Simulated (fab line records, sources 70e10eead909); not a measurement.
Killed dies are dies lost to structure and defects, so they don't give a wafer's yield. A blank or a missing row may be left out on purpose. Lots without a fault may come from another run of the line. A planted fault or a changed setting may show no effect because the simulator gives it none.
A struck lot beside a sound one | flow nand_harc | 14 steps out of a route of 1302
Sound: wafers L717.1, L717.2, L717.5. Struck: wafers L707.1, L707.2, L707.5. The cause comes at the end.
At each step with rows: each side's tool, then ch and its chambers, then its first start. Under that, the readings that differ: sound wafers | struck wafers | difference of the means | sigmas: that difference in standard deviations of wafers without a fault.
alike: readings whose means differ by less than 2 such deviations, and words and numbers that are the same on both sides. not compared: withheld readings, readings that some wafer has no value for, bounds like >300 that may hide the same value, and numbers for which the record gives no deviation and whose values overlap.
The two part at a step that has a row with sigmas, a row that says differs or no value, or rows on one side only. Numbers that don't overlap but have no deviation are shown without sigmas and don't part them. A reading that every wafer of one side lacks parts them only if that side has two wafers or more.

NHARC_A_ZERO_WELL_INSPECT_17:
  sound on defect_inspect-01, day 14 00:26; struck on defect_inspect-02, day 10 01:44
  alike: raw_defect_count
then, 3 steps without rows for these wafers: NHARC_A_SOURCE_PLATE_PRECLEAN_00 (cleans in HF-LAST, time 60 s); NHARC_A_SOURCE_PLATE_SRD_01; NHARC_A_SOURCE_PLATE_OXIDE_02 (material SiO2, target thk 10 nm, ox time 1362 s).
NHARC_A_SOURCE_PLATE_THK_MEAS_09: measures by ellipsometry.
  sound on film_metro-01, day 14 08:07; struck on film_metro-01, day 10 12:41
  alike: thk_nm
then, 3 steps without rows for these wafers: NHARC_A_SOURCE_PLATE_PVD_04 (deposits WSi2, target thk 50 nm); NHARC_A_SOURCE_PLATE_CVD_03 (deposits poly-Si, target thk 200 nm, time 4000 s); NHARC_A_SOURCE_PLATE_ANNEAL_05 (time 1800 s).
NHARC_A_SOURCE_PLATE_THK_MEAS_06: measures by ellipsometry.
  sound on film_metro-02, day 14 21:08; struck on film_metro-01, day 11 01:41
  alike: thk_nm
NHARC_A_SOURCE_PLATE_INSPECT_08:
  sound on defect_inspect-02, day 14 21:14; struck on defect_inspect-01, day 11 01:44
  reading          | sound    | struck     | difference | sigmas
  raw_defect_count | 65 39 27 | 123 68 108 | +56        | +3
NHARC_A_ONON_D1_DEP_00: target thk 1000 nm.
  sound on pecvd_onon-04 ch 0, day 14 21:18; struck on pecvd_onon-02 ch 0, day 11 01:49
  reading              | sound          | struck         | difference | sigmas
  n2o_flow_sccm (sccm) | 2012 2013 2010 | 2001 1996 1990 | -16        | -2
NHARC_A_ONON_D1_THK_MEAS_02: measures by ellipsometry.
  sound on film_metro-01, day 14 21:49; struck on film_metro-01, day 11 02:19
  reading     | sound       | struck      | difference | sigmas
  thk_nm (nm) | 990 990 988 | 655 653 654 | -335       | -40
then, 1 step without rows for these wafers: NHARC_A_ONON_D1_DEP_03 (target thk 1000 nm).
-- the record jumps here: 16 days lie between the struck wafers' starts before and after (it left off in module A_ONON_D1 and takes up again in module END, whose first step shown is number 1302 of the route) --
NHARC_END_SORT_01:
  the record has rows for the struck wafers here (prober-02 ch 0, day 27 09:19) and none for the sound ones

WHERE THEY PART
First at NHARC_A_SOURCE_PLATE_INSPECT_08; last, within this record, at NHARC_END_SORT_01.

WHY: what the simulator had put in
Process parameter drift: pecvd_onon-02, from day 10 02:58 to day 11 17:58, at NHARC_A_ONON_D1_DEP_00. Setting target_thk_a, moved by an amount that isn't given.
